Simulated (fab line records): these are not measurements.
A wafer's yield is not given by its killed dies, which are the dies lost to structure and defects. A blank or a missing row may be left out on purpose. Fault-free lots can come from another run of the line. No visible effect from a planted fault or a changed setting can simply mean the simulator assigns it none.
fab line records    flow n5Finfet
record: lots: 7  wafers: 21
route steps=1938 shown BEOL_M4@1026 BEOL_M5@1116 BEOL_M7@1305 BEOL_M8@1368
startH: the number of hours between the record's first day and the start of the first shown wafer of the lot    waitH: hours from the lot's prior step to this one    " the same as in the row above    L1.1+2: a single row standing in for several wafers    - no value, or no start was given    * or withheld: withheld    < > ~ a bound
route shown NAME@n: names a module that has steps shown in the file, with the first one's number in the route    usual: mean/standard deviation of fault-free wafers    same: alike in all rows    chamber/n: place in a boat    sites: readings site by site    _std_site: their standard deviation    _edge_site: outer sites' mean less inner sites'    radiusMm: how far each site lies from the wafer's centre    mask NAME#n: copy n    behind: tool/chamber where the wafer was last shaped    hold: reason for holding the lot/hours on hold/outcome of the hold    device: names the non-switching transistor (n, p or np)    end of line: tests run on the same wafers once the route is complete    step lacking rows: just its recipe    killed: at the first sort, the dies lost to defects and structure; wafer yield is something else    map: shows each die of a wafer: x if killed, . if not, _ if none is there
set.NAME: the run value of the setting; set.NAME@STEP: its run value at that earlier step    model.NAME: the simulator's own value behind a step, which no gauge read
lots whose settings were changed on purpose; a table a step, a row a wafer
== steps ==
step: N5_BEOL_M4_COAT_62
recipe: resist: SiARC  tempC: 220  timeS: 60  spinRpm: 1500  resistThkNm: 12
lot.wafer   tool           chamber  startH  waitH  set.spinRpm  model.SiARC_of_BEOL_M4_COAT_62.thkNm
L075.1+2+6  lithoTrack-03  0        -       -      1500         12
L083.1      lithoTrack-04  0        -       -      1632         11.6
L083.3+5    "              0        "       "      1500         12
L091.1+3    lithoTrack-03  0        -       -      1446         12.2
L091.2      "              0        "       "      1500         12
L092.1+4    lithoTrack-04  0        -       -      1500         12
L092.3      "              0        "       "      1610         11.6
L095.3+4+5  lithoTrack-04  0        -       -      1500         12
L096.1+4+5  lithoTrack-02  0        -       -      1500         12
L097.1+4+6  lithoTrack-03  0        -       -      1500         12
step: N5_BEOL_M4_COAT_73
recipe: resist: underlayer  tempC: 205  timeS: 60  spinRpm: 1500  resistThkNm: 5
step: N5_BEOL_M4_COAT_05
recipe: resist: CAR-EUV  spinRpm: 1500  resistThkNm: 30
step: N5_BEOL_M4_DESCUM_16
recipe: chemistry: O2  timeS: 7  sourcePowerW: 50  biasPowerW: 20  pressureMtorr: 20  rfFrequencyHz: 2.712e+07  tempC: 40  resist: CAR-EUV  o2FlowSccm: 225
step: N5_BEOL_M4_ETCH_74
recipe: chemistry: N2/H2  target: underlayer  targetDepthA: 65  maskMaterial: CAR-EUV  timeS: 5.2  ionEnergyEv: 200  pressureMtorr: 30  sourceW: 840  biasW: 150  n2FlowSccm: 200  h2FlowSccm: 200  ends: cleared
step: N5_BEOL_M4_ETCH_63
recipe: chemistry: CF4  target: SiARC  targetDepthA: 156  maskMaterial: CAR-EUV  timeS: 26  ionEnergyEv: 80  pressureMtorr: 40  sourceW: 545  biasW: 36  Ar_flow_sccm: 100  cf4FlowSccm: 100  ends: cleared
lot.wafer  tool        chamber  startH  waitH  set.spinRpm@BEOL_M4_COAT_62  model.etch.depthNm  model.CAR-EUV_of_BEOL_M4_COAT_05.thkNm
L075.1     rieDiel-05  3        179.92  0.0    1500                         11.99               11.2
L075.2+6   "           2,0      "       "      1500                         12.01               11.2
L083.1     rieDiel-01  1        221.10  0.0    1632                         11.54               11.4
L083.3     "           2        "       "      1500                         12.03               11
L083.5     "           2        "       "      1500                         12.05               11
L091.1     rieDiel-06  1        256.94  0.0    1446                         12.22               11
L091.2     "           2        "       "      1500                         12.03               11.2
L091.3     "           3        "       "      1446                         12.2                10.8
L092.1     rieDiel-05  0        262.65  0.0    1500                         12                  11.2
L092.3     "           1        "       "      1610                         11.61               11.6
L092.4     "           0        "       "      1500                         12.01               11.2
L095.3+4   rieDiel-01  1,0      287.58  0.0    1500                         12.02               11.2
L095.5     "           2        "       "      1500                         11.99               11.2
L096.1     rieDiel-06  1        296.62  0.0    1500                         12.03               11
L096.4     "           2        "       "      1500                         12.02               11.2
L096.5     "           3        "       "      1500                         12.04               11
L097.1     rieDiel-01  2        320.62  0.0    1500                         11.99               11.2
L097.4     "           1        "       "      1500                         11.97               11
L097.6     "           0        "       "      1500                         11.96               11
step: N5_BEOL_M4_ETCH_64
recipe: chemistry: N2/H2  target: SOC  targetDepthA: 750  overetchA: 225  maskMaterial: SiARC  tempC: 40  timeS: 121.9  ionEnergyEv: 200  pressureMtorr: 30  sourceW: 840  biasW: 150  n2FlowSccm: 200  h2FlowSccm: 200
lot.wafer  tool        chamber  startH  waitH  set.spinRpm@BEOL_M4_COAT_62  model.SiARC_of_BEOL_M4_COAT_62.thkNm
L075.1     rieDiel-05  3        179.95  0.0    1500                         6.6
L075.2+6   "           2,0      "       "      1500                         6.4
L083.1     rieDiel-01  1        221.13  0.0    1632                         5.8
L083.3+5   "           2        "       "      1500                         6.4
L091.1     rieDiel-06  1        256.97  0.0    1446                         6.8
L091.2     "           2        "       "      1500                         6.4
L091.3     "           3        "       "      1446                         6.4
L092.1+4   rieDiel-05  0        262.68  0.0    1500                         6.6
L092.3     "           1        "       "      1610                         5.8
L095.3+5   rieDiel-01  1,2      287.61  0.0    1500                         6.4
L095.4     "           0        "       "      1500                         6.2
L096.1     rieDiel-06  1        296.65  0.0    1500                         6.6
L096.4+5   "           2,3      "       "      1500                         6.4
L097.1+6   rieDiel-01  2,0      320.64  0.0    1500                         6.2
L097.4     "           1        "       "      1500                         6.4
step: N5_BEOL_M5_HM_DEP_02
recipe: material: TiN  targetThkA: 200  tempC: 25  chamberPressurePa: 0.49996
lot.wafer  tool           chamber  startH  waitH  set.targetThkA  model.TiN_of_BEOL_M5_HM_DEP_02.thkNm
L075.1     pvdSputter-03  -        194.23  0.8    200             20.4
L075.2     "              -        "       "      200             20.6
L075.6     "              -        "       "      200             20.2
L083.1     pvdSputter-02  -        232.24  1.2    200             20
L083.3     "              -        "       "      175.3           17.4
L083.5     "              -        "       "      200             20.2
L092.1     pvdSputter-01  -        276.25  0.5    219             21.8
L092.3     "              -        "       "      200             19.8
L092.4     "              -        "       "      200             20
L091.1     pvdSputter-02  -        283.12  1.4    226.9           23.2
L091.2     "              -        "       "      200             20.4
L091.3     "              -        "       "      226.9           22.8
L095.3+5   pvdSputter-02  -        299.31  0.6    173.6           17.4
L095.4     "              -        "       "      200             19.8
L096.1+5   pvdSputter-01  -        311.92  1.1    200             20.4
L096.4     "              -        "       "      200             20.2
L097.1     pvdSputter-02  -        334.04  0.4    200             20.4
L097.4     "              -        "       "      200             20.2
L097.6     "              -        "       "      186.7           19.2
step: N5_BEOL_M5_COAT_05
recipe: resist: CAR-EUV  spinRpm: 1500  resistThkNm: 30
lot.wafer   tool           chamber  startH  waitH  set.spinRpm  model.CAR-EUV_of_BEOL_M5_COAT_05.thkNm
L075.1+2+6  lithoTrack-05  0        -       -      1500         30
L083.1      lithoTrack-02  0        -       -      1500         30
L083.3+5    "              0        "       "      1500         30.2
L092.1+4    lithoTrack-01  0        -       -      1585         29.4
L092.3      "              0        "       "      1500         30.2
L091.1      lithoTrack-01  0        -       -      1424         30.8
L091.2      "              0        "       "      1500         30
L091.3      "              0        "       "      1500         30.2
L095.3+4+5  lithoTrack-05  0        -       -      1500         30
L096.1+4+5  lithoTrack-02  0        -       -      1500         30
L097.1      lithoTrack-05  0        -       -      1500         29.8
L097.4      "              0        "       "      1500         30
L097.6      "              0        "       "      1595         29
step: N5_BEOL_M5_EBR_07
recipe: solvent: PGMEA  ebrWidthMm: 1.5
step: N5_BEOL_M5_SOFTBAKE_06
recipe: tempC: 110  timeS: 60  resist: CAR-EUV
step: N5_BEOL_M5_EXPOSE_08
recipe: maskId: M5  na: 0.33  sourceShape: annular  sigmaInner: 0.4  sigmaOuter: 0.8  polarization: unpolarized  targetCdNm: 28  doseMj: 35.75
step: N5_BEOL_M5_PEB_09
recipe: pebTempC: 100  pebTimeS: 60  resist: CAR-EUV
step: N5_BEOL_M5_DEVELOP_10
recipe: developTimeS: 30  developer: TMAH  resist: CAR-EUV  rinseLiquid: surfactantRinse  dry: airSpin  devTempC: 23
lot.wafer   tool           chamber  startH  waitH  set.spinRpm@BEOL_M5_COAT_05  model.CAR-EUV_of_BEOL_M5_COAT_05.thkNm
L075.1+2+6  lithoTrack-02  0        -       -      1500                         29.6
L083.1+3+5  lithoTrack-05  0        -       -      1500                         29.6
L092.1      lithoTrack-01  0        -       -      1585                         29
L092.3      "              0        "       "      1500                         29.8
L092.4      "              0        "       "      1585                         28.8
L091.1      lithoTrack-05  0        -       -      1424                         30.4
L091.2+3    "              0        "       "      1500                         29.6
L095.3+5    lithoTrack-02  0        -       -      1500                         29.6
L095.4      "              0        "       "      1500                         29.4
L096.1      lithoTrack-01  0        -       -      1500                         29.4
L096.4+5    "              0        "       "      1500                         29.6
L097.1      lithoTrack-01  0        -       -      1500                         29.4
L097.4      "              0        "       "      1500                         29.6
L097.6      "              0        "       "      1595                         28.6
step: N5_BEOL_M5_STRIP_73
recipe: chemistry: N2/H2  tempC: 40  n2FlowSccm: 200  h2FlowSccm: 200  rfFrequencyHz: 6e+07
step: N5_BEOL_M5_STRIP_64
recipe: chemistry: CF4  resist: SiARC  powerW: 300  biasPowerW: 75  pressureMtorr: 50  cf4FlowSccm: 150  rfFrequencyHz: 6e+07
step: N5_BEOL_M5_HM_OPEN_17
recipe: chemistry: Cl2/BCl3  targetDepthA: 200  overetchA: 60  target: TiN  maskMaterial: SOC  ionEnergyEv: 150  pressureMtorr: 10  icpW: 1000  biasW: 126  Cl2_flow_sccm: 53.25  bcl3FlowSccm: 21.75  Ar_flow_sccm: 25
lot.wafer  tool         chamber  startH  waitH  set.targetThkA@BEOL_M5_HM_DEP_02  model.etch.depthNm
L075.1     rieMetal-03  1        194.99  0.0    200                               20.32
L075.2     "            0        "       "      200                               20.51
L075.6     "            0        "       "      200                               20.17
L083.1     rieMetal-03  1        233.00  0.0    200                               19.91
L083.3     "            1        "       "      175.3                             17.35
L083.5     "            1        "       "      200                               20.15
L092.1     rieMetal-03  1        277.10  0.0    219                               21.71
L092.3     "            1        "       "      200                               19.83
L092.4     "            0        "       "      200                               19.99
L091.1     rieMetal-02  0        283.88  0.0    226.9                             23.15
L091.2     "            1        "       "      200                               20.33
L091.3     "            1        "       "      226.9                             22.81
L095.3     rieMetal-02  0        300.28  0.1    173.6                             17.42
L095.4     "            1        "       "      200                               19.83
L095.5     "            0        "       "      173.6                             17.37
L096.1+5   rieMetal-02  1,0      312.78  0.0    200                               20.39
L096.4     "            1        "       "      200                               20.14
L097.1     rieMetal-03  1        334.81  0.0    200                               20.46
L097.4     "            0        "       "      200                               20.18
L097.6     "            1        "       "      186.7                             19.15
step: N5_BEOL_M7_VIA_ETCH_34
recipe: chemistry: C4F6/O2  target: SiCOH_lowk  targetDepthA: 1255  maskMaterial: SOC  taperDeg: 4  timeS: 50.5  ionEnergyEv: 250  pressureMtorr: 30  sourceW: 345  biasW: 185  Ar_flow_sccm: 300  C4F6_flow_sccm: 10  O2_flow_sccm: 10
lot.wafer  tool        chamber  startH  waitH  set.sourceW  model.etch.depthNm  model.SOC_of_BEOL_M7_COAT_63.thkNm
L075.1     rieDiel-03  2        220.72  0.0    365.4        127.1               53.6
L075.2     "           3        "       "      345          125.5               53.8
L075.6     "           1        "       "      345          125.9               53.8
L083.1     rieDiel-04  0        253.07  0.0    345          122.5               54.2
L083.3     "           3        "       "      296.1        117.4               54.6
L083.5     "           2        "       "      296.1        114.8               54.6
L092.1     rieDiel-04  1        299.02  0.0    397.7        130.8               54
L092.3     "           0        "       "      397.7        130.4               54
L092.4     "           3        "       "      345          123.4               54.2
L091.1     rieDiel-03  3        311.23  0.0    361.4        127.8               53.6
L091.2     "           1        "       "      361.4        129.8               53.6
L091.3     "           0        "       "      345          126.4               53.8
L095.3     rieDiel-04  2        324.58  0.0    345          119.6               54.2
L095.4     "           2        "       "      345          120.7               54.2
L095.5     "           1        "       "      314.6        118.1               54.6
L096.1     rieDiel-02  3        341.92  0.0    345          127.3               54.2
L096.4     "           3        "       "      345          127.4               54.2
L096.5     "           0        "       "      345          124.9               54
L097.1     rieDiel-02  3        360.61  0.0    345          129.3               53.8
L097.4     "           0        "       "      345          124.2               53.6
L097.6     "           1        "       "      404.2        135.9               53.4
step: N5_BEOL_M8_DESCUM_33
recipe: chemistry: O2  timeS: 7  sourcePowerW: 50  biasPowerW: 20  pressureMtorr: 20  rfFrequencyHz: 2.712e+07  tempC: 40  resist: CAR-EUV  o2FlowSccm: 225
lot.wafer   tool        chamber  startH  waitH  set.timeS  model.CAR-EUV_of_BEOL_M8_COAT_22.thkNm
L075.1      rieDiel-06  1        228.38  0.0    7          26
L075.2      "           2        "       "      7          26.2
L075.6      "           2        "       "      8.125      25.6
L083.1      rieDiel-01  3        262.26  0.6    5.545      26.8
L083.3      "           2        "       "      7          26
L083.5      "           0        "       "      5.545      26.6
L092.1      rieDiel-05  3        311.33  0.0    7.811      25.6
L092.3+4    "           1,2      "       "      7          26
L091.1+2+3  rieDiel-06  1,0,3    319.71  0.0    7          26
L095.3      rieDiel-06  0        336.51  0.0    7          26
L095.4+5    "           1        "       "      7          26.2
L096.1+4    rieDiel-05  1,0      351.31  0.1    7          26.2
L096.5      "           3        "       "      7          26
L097.1+6    rieDiel-06  3        371.59  0.0    7          26
L097.4      "           2        "       "      7          26.2
step: N5_BEOL_M8_ETCH_72
recipe: chemistry: N2/H2  target: underlayer  targetDepthA: 65  maskMaterial: CAR-EUV  timeS: 5.2  ionEnergyEv: 200  pressureMtorr: 30  sourceW: 840  biasW: 150  n2FlowSccm: 200  h2FlowSccm: 200  ends: cleared
lot.wafer  tool        chamber  startH  waitH  set.timeS@BEOL_M8_DESCUM_33  model.CAR-EUV_of_BEOL_M8_COAT_22.thkNm
L075.1+2   rieDiel-06  1,2      228.42  0.0    7                            20.4
L075.6     "           2        "       "      8.125                        19.8
L083.1+5   rieDiel-01  3,0      262.30  0.0    5.545                        21
L083.3     "           2        "       "      7                            20.2
L092.1     rieDiel-05  3        311.37  0.0    7.811                        19.8
L092.3+4   "           1,2      "       "      7                            20.2
L091.1     rieDiel-06  1        319.75  0.0    7                            20.4
L091.2+3   "           0,3      "       "      7                            20.2
L095.3     rieDiel-06  0        336.54  0.0    7                            20.2
L095.4+5   "           1        "       "      7                            20.4
L096.1+4   rieDiel-05  1,0      351.35  0.0    7                            20.4
L096.5     "           3        "       "      7                            20.2
L097.1+6   rieDiel-06  3        371.62  0.0    7                            20.2
L097.4     "           2        "       "      7                            20.4
step: N5_BEOL_M8_TRENCH_ETCH_37
recipe: chemistry: C4F6/O2  targetDepthA: 934.78  target: SiCOH_lowk  timeS: 31.2  ionEnergyEv: 250  pressureMtorr: 30  sourceW: 345  biasW: 185  Ar_flow_sccm: 300  C4F6_flow_sccm: 10  O2_flow_sccm: 10
lot.wafer  tool        chamber  startH  waitH  set.timeS  model.BEOL_M8.featureDepthNm  model.etch.depthNm
L075.1     rieDiel-06  1        -       -      28.55      84.2                          84.26
L075.2     "           2        "       "      28.55      85                            85.03
L075.6     "           2        "       "      31.2       92.4                          92.48
L083.1     rieDiel-01  3        -       -      29.3       89.8                          89.84
L083.3     "           2        "       "      31.2       92.6                          92.65
L083.5     "           0        "       "      31.2       94.4                          94.43
L092.1     rieDiel-05  3        -       -      27.25      79.8                          79.84
L092.3     "           1        "       "      31.2       95.2                          95.14
L092.4     "           2        "       "      27.25      81.6                          81.68
L091.1     rieDiel-06  1        -       -      26.51      78.4                          78.42
L091.2     "           0        "       "      26.51      77.8                          77.72
L091.3     "           3        "       "      31.2       92.8                          92.81
L095.3     rieDiel-06  0        -       -      31.2       89.8                          89.8
L095.4     "           1        "       "      24.81      74.2                          74.19
L095.5     "           1        "       "      24.81      73.6                          73.65
L096.1     rieDiel-05  1        -       -      31.2       95                            94.9
L096.4     "           0        "       "      31.2       94.8                          94.7
L096.5     "           3        "       "      31.2       95.2                          95.26
L097.1     rieDiel-06  3        -       -      28.95      86.2                          86.23
L097.4     "           2        "       "      31.2       92.8                          92.89
L097.6     "           3        "       "      28.95      86.8                          86.74
step: N5_BEOL_M8_ETCH_41
recipe: chemistry: CH3F/O2  target: SiCN  targetDepthA: 319  taperDeg: 2  timeS: 57.8  ionEnergyEv: 120  maskMaterial: TiN  pressureMtorr: 30  sourceW: 395  biasW: 75  Ar_flow_sccm: 150  CH3F_flow_sccm: 30  O2_flow_sccm: 20
step: N5_BEOL_M8_STRIP_80
recipe: chemistry: N2/H2  timeS: 10  powerW: 450  tempC: 40  pressureMtorr: 20  rfFrequencyHz: 6e+07  biasPowerW: 7  n2FlowSccm: 200  h2FlowSccm: 200
step: N5_BEOL_M8_OCD_MEAS_38
usual: trenchDepthNm: 93.4/1.9
lot.wafer  tool    chamber  startH  waitH  set.timeS@BEOL_M8_TRENCH_ETCH_37  trenchDepthNm
L075.1     ocd-01  -        228.81  -      28.55                             84.2
L075.2     "       -        "       "      28.55                             85.2
L075.6     "       -        "       "      31.2                              92.5
L083.1     ocd-01  -        262.69  -      29.3                              89.9
L083.3     "       -        "       "      31.2                              92.7
L083.5     "       -        "       "      31.2                              94.7
L092.1     ocd-02  -        311.76  -      27.25                             80.1
L092.3     "       -        "       "      31.2                              94.7
L092.4     "       -        "       "      27.25                             81.3
L091.1     ocd-01  -        320.14  -      26.51                             77.9
L091.2     "       -        "       "      26.51                             77.5
L091.3     "       -        "       "      31.2                              92.5
L095.3     ocd-01  -        336.94  -      31.2                              89.9
L095.4     "       -        "       "      24.81                             74.5
L095.5     "       -        "       "      24.81                             73.6
L096.1     ocd-01  -        351.74  -      31.2                              94.9
L096.4     "       -        "       "      31.2                              94.5
L096.5     "       -        "       "      31.2                              96.0
L097.1     ocd-02  -        372.02  -      28.95                             86.6
L097.4     "       -        "       "      31.2                              92.8
L097.6     "       -        "       "      28.95                             87.2
step: N5_BEOL_M8_HM_STRIP_39
recipe: chemistry: peroxideTinStrip  material: TiN  targetDepthA: 250  tempC: 50  timeS: 158
step: N5_BEOL_M8_SRD_40
recipe: timeS: 30  tempC: 23  rinseLiquid: diw  dry: ipaMarangoni
step: N5_BEOL_M8_ECD_50
recipe: material: Cu  targetThkA: 3000
step: N5_BEOL_M8_ANNEAL_51
recipe: tempC: 225  timeS: 90  ambient: N2
step: N5_BEOL_M8_CMP_52
recipe: stopOn: SiCOH_lowk  tOverpolishS: 6.9  downForcePsi: 1  platenRpm: 50  clearingPlatenDownForcePsi: 1.5  clearingPlatenRpm: 50  postCmpClean: cuAlkaline  targetThkNm: 80  clearingPlatenPadVelocityMS: 0.99484  padVelocityMS: 0.99484
lot.wafer  tool    chamber  startH  waitH  set.timeS@BEOL_M8_TRENCH_ETCH_37  model.Cu_of_BEOL_M8_ECD_50.thkNm
L075.1     cmp-03  2        232.00  0.3    28.55                             71.2
L075.2     "       1        "       "      28.55                             70.8
L075.6     "       2        "       "      31.2                              79.8
L083.1     cmp-03  1        265.45  0.3    29.3                              76.2
L083.3     "       3        "       "      31.2                              79.2
L083.5     "       1        "       "      31.2                              79.4
L092.1     cmp-03  2        316.28  0.3    27.25                             65.8
L092.3     "       3        "       "      31.2                              80.8
L092.4     "       1        "       "      27.25                             65.6
L091.2     cmp-02  0        325.54  0.2    26.51                             63.2
L091.3     "       1        "       "      31.2                              79.4
L091.1     "       2        "       "      26.51                             65.2
L095.3     cmp-03  0        340.83  0.2    31.2                              76.4
L095.4     "       2        "       "      24.81                             61.8
L095.5     "       1        "       "      24.81                             59.8
L096.1     cmp-03  0        353.98  0.3    31.2                              80.4
L096.4     "       2        "       "      31.2                              80.6
L096.5     "       3        "       "      31.2                              81
L097.4     cmp-04  2        374.60  0.1    31.2                              79
L097.1     "       1        "       "      28.95                             70.6
L097.6     "       3        "       "      28.95                             73.6
step: N5_BEOL_M8_THK_MEAS_53
recipe: thkMeasGauge: xrf  reads: Cu_of_BEOL_M8_ECD_50
usual: M8_THK: 81.1/2.3
lot.wafer  tool          chamber  startH  waitH  set.timeS@BEOL_M8_TRENCH_ETCH_37  M8_THK[nm]
L075.1     filmMetro-01  -        232.30  -      28.55                             71.7
L075.2     "             -        "       "      28.55                             71.6
L075.6     "             -        "       "      31.2                              80.5
L083.1     filmMetro-02  -        265.74  -      29.3                              77.6
L083.3     "             -        "       "      31.2                              80.9
L083.5     "             -        "       "      31.2                              81.1
L092.1     filmMetro-01  -        316.57  -      27.25                             67.1
L092.3     "             -        "       "      31.2                              82.9
L092.4     "             -        "       "      27.25                             67.2
L091.1     filmMetro-02  -        325.80  -      26.51                             65.8
L091.2     "             -        "       "      26.51                             63.6
L091.3     "             -        "       "      31.2                              80.1
L095.3     filmMetro-02  -        341.13  -      31.2                              77.4
L095.4     "             -        "       "      24.81                             62.9
L095.5     "             -        "       "      24.81                             60.7
L096.1     filmMetro-01  -        354.23  -      31.2                              82.1
L096.4     "             -        "       "      31.2                              82.1
L096.5     "             -        "       "      31.2                              82.2
L097.1     filmMetro-01  -        374.90  -      28.95                             72.1
L097.4     "             -        "       "      31.2                              80.6
L097.6     "             -        "       "      28.95                             74.9
step: N5_BEOL_M8_PRE_CLEAN_55
recipe: gas: NH3  timeS: 15  tempC: withheld  rfPowerW: 300
step: N5_BEOL_M8_DEP_56
recipe: material: SiCN  targetThkA: 100  tempC: withheld  precursor: 3MS/NH3  pressureTorr: 3  rfW: 202  timeS: 17.5
step: N5_BEOL_M8_RS_MEAS_57
recipe: thkMeasGauge: four-point-probe  reads: Cu_of_BEOL_M8_ECD_50+Co_of_BEOL_M8_CVD_78+TaN_of_BEOL_M8_ALD_77
usual: M8_RS: 0.288/0.0092
lot.wafer  tool          chamber  startH  waitH  set.timeS@BEOL_M8_TRENCH_ETCH_37  M8_RS[ohm/sq]
L075.1     filmMetro-01  -        232.43  0.1    28.55                             0.329
L075.2     "             -        "       "      28.55                             0.331
L075.6     "             -        "       "      31.2                              0.287
L083.1     filmMetro-02  -        265.87  0.1    29.3                              0.303
L083.3     "             -        "       "      31.2                              0.290
L083.5     "             -        "       "      31.2                              0.288
L092.1     filmMetro-01  -        316.71  0.1    27.25                             0.360
L092.3     "             -        "       "      31.2                              0.283
L092.4     "             -        "       "      27.25                             0.362
L091.1     filmMetro-01  -        325.93  0.1    26.51                             0.366
L091.2     "             -        "       "      26.51                             0.380
L091.3     "             -        "       "      31.2                              0.288
L095.3     filmMetro-02  -        341.26  0.1    31.2                              0.302
L095.4     "             -        "       "      24.81                             0.389
L095.5     "             -        "       "      24.81                             0.406
L096.1     filmMetro-01  -        354.37  0.1    31.2                              0.284
L096.4     "             -        "       "      31.2                              0.283
L096.5     "             -        "       "      31.2                              0.283
L097.1     filmMetro-01  -        375.03  0.1    28.95                             0.332
L097.4     "             -        "       "      31.2                              0.290
L097.6     "             -        "       "      28.95                             0.316
== key ==
split: step: N5_BEOL_M4_COAT_62  setting: spinRpm  stated: 1500  by: wafer
response: step: N5_BEOL_M4_COAT_62  reading: model.SiARC_of_BEOL_M4_COAT_62.thkNm  change: -0.0498  per: 1%  r: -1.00
response: step: N5_BEOL_M4_ETCH_63  reading: model.etch.depthNm  change: -0.0556  per: 1%  r: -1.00
response: step: N5_BEOL_M4_ETCH_63  reading: model.CAR-EUV_of_BEOL_M4_COAT_05.thkNm  change: +0.0523  per: 1%  r: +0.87
response: step: N5_BEOL_M4_ETCH_64  reading: model.SiARC_of_BEOL_M4_COAT_62.thkNm  change: -0.0823  per: 1%  r: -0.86
split: step: N5_BEOL_M5_HM_DEP_02  setting: targetThkA  stated: 200  by: wafer
response: step: N5_BEOL_M5_HM_DEP_02  reading: model.TiN_of_BEOL_M5_HM_DEP_02.thkNm  change: +0.195  per: 1%  r: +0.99
response: step: N5_BEOL_M5_HM_OPEN_17  reading: model.etch.depthNm  change: +0.196  per: 1%  r: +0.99
split: step: N5_BEOL_M5_COAT_05  setting: spinRpm  stated: 1500  by: wafer
response: step: N5_BEOL_M5_COAT_05  reading: model.CAR-EUV_of_BEOL_M5_COAT_05.thkNm  change: -0.141  per: 1%  r: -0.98
response: step: N5_BEOL_M5_DEVELOP_10  reading: model.CAR-EUV_of_BEOL_M5_COAT_05.thkNm  change: -0.152  per: 1%  r: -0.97
split: step: N5_BEOL_M7_VIA_ETCH_34  setting: sourceW  stated: 345  by: wafer
response: step: N5_BEOL_M7_VIA_ETCH_34  reading: model.etch.depthNm  change: +0.458  per: 1%  r: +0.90
response: step: N5_BEOL_M7_VIA_ETCH_34  reading: model.SOC_of_BEOL_M7_COAT_63.thkNm  change: -0.0226  per: 1%  r: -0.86
split: step: N5_BEOL_M8_DESCUM_33  setting: timeS  stated: 7  by: wafer
response: step: N5_BEOL_M8_DESCUM_33  reading: model.CAR-EUV_of_BEOL_M8_COAT_22.thkNm  change: -0.033  per: 1%  r: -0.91
response: step: N5_BEOL_M8_ETCH_72  reading: model.CAR-EUV_of_BEOL_M8_COAT_22.thkNm  change: -0.0375  per: 1%  r: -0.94
split: step: N5_BEOL_M8_TRENCH_ETCH_37  setting: timeS  stated: 31.2  by: wafer
response: step: N5_BEOL_M8_TRENCH_ETCH_37  reading: model.BEOL_M8.featureDepthNm  change: +0.894  per: 1%  r: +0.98
response: step: N5_BEOL_M8_TRENCH_ETCH_37  reading: model.etch.depthNm  change: +0.894  per: 1%  r: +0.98
response: step: N5_BEOL_M8_OCD_MEAS_38  reading: trenchDepthNm  change: +0.885  per: 1%  r: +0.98
response: step: N5_BEOL_M8_CMP_52  reading: model.Cu_of_BEOL_M8_ECD_50.thkNm  change: +0.913  per: 1%  r: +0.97
response: step: N5_BEOL_M8_THK_MEAS_53  reading: M8_THK  change: +0.93  per: 1%  r: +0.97
response: step: N5_BEOL_M8_RS_MEAS_57  reading: M8_RS  change: -0.00509  per: 1%  r: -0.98
